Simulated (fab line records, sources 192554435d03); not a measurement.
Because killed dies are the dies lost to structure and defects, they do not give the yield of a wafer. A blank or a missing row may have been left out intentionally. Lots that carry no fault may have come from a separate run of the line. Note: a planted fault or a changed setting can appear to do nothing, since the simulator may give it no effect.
Split-lot experiment	flow n5-finfet	on a route of 1938 steps: 7 lots, 21 wafers read

## SPLIT DETAILS
At N5_BEOL_M5_ETCH_41 (etches SiCN in CH3F/O2, target depth 31.5 nm, time 56.7 s), the setting source-w was moved away from the recipe's 395 W on 8 of the 21 wafers read, by -14.5% to +5.5%. The other wafers ran this setting at the recipe's value.

The reading is taken at the split's own step.

## THE READING
rf-vpp-V, in V, at N5_BEOL_M5_ETCH_41 (etches SiCN in CH3F/O2, target depth 31.5 nm, time 56.7 s). Typical for fault-free wafers on this fab line: 297.0 V, with standard deviation 1.1 V.

wafer	tool, chamber at the split	source-w as run, W	against the recipe	rf-vpp-V, V	against lot-mates on the recipe
L082.1	rie-diel-03, 1	395	recipe	295.1	-
L082.2	rie-diel-03, 3	395	recipe	295.3	-
L082.6	rie-diel-03, 1	395	recipe	296.5	-
L083.1	rie-diel-05, 3	395	recipe	297.8	-
L083.4	rie-diel-05, 0	395	recipe	295.6	-
L083.6	rie-diel-05, 3	395	recipe	299.1	-
L087.1	rie-diel-01, 1	367.4	-7.0%	306.9	+10.2
L087.4	rie-diel-01, 3	367.4	-7.0%	302.0	+5.3
L087.6	rie-diel-01, 2	395	recipe	296.7	-
L090.2	rie-diel-03, 1	395	recipe	295.4	-
L090.3	rie-diel-03, 0	395	recipe	296.4	-
L090.5	rie-diel-03, 1	395	recipe	296.6	-
L092.1	rie-diel-01, 1	337.8	-14.5%	316.0	+17.3
L092.3	rie-diel-01, 3	337.8	-14.5%	310.5	+11.8
L092.5	rie-diel-01, 1	395	recipe	298.7	-
L093.3	rie-diel-03, 3	395	recipe	295.7	-
L093.4	rie-diel-03, 1	370	-6.3%	303.2	+7.5
L093.6	rie-diel-03, 2	370	-6.3%	304.0	+8.3
L094.1	rie-diel-05, 0	416.6	+5.5%	290.9	-5.0
L094.5	rie-diel-05, 3	416.6	+5.5%	292.5	-3.4
L094.6	rie-diel-05, 0	395	recipe	295.9	-

FIT RESULTS
A straight line over all 21 wafers: rf-vpp-V changes by -1.11 V for each +1% of source-w; r = -0.96; the points scatter about the line by 1.6 V.
The same after taking each lot's own level away (the mean of its wafers on the recipe; 21 wafers): -1.01 V for each +1%; r = -0.96; scatter 1.5 V.
The reading moves by 15 V for the largest change in source-w, on that fit.
Measured against the standard deviation above, the lots' own levels, which go from 295.63 to 298.70 V, span 2.8 times it.
So the lot-to-lot level changes the slope: the two fits differ.
Check: with one of the wafers moved furthest among these (-14.5%) left out of the fit, the line predicts +13.8 V for it against its lot-mates. It came out at +17.3 V against them.
Tool readings at the split's step, against how far the setting was moved: rf-vpp-V r = -0.96.

## FURTHER SPLITS ON THESE WAFERS
Other splits were also applied to these wafers ahead of the reading. Each is held against what the fit with the lots' levels taken away leaves over:
other split on the same wafers	wafers away from the commonest value	r with rf-vpp-V (lot level and that fit taken away)
N5_BEOL_M2_VIA_ETCH_34 time-s	11	+0.30
N5_BEOL_M5_COAT_65 spin-rpm	9	-0.12
N5_BEOL_M5_COAT_22 spin-rpm	7	+0.12

## FILE'S OWN FIT
rf-vpp-V changes by -1.03 V for each +1% of source-w, r = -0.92.
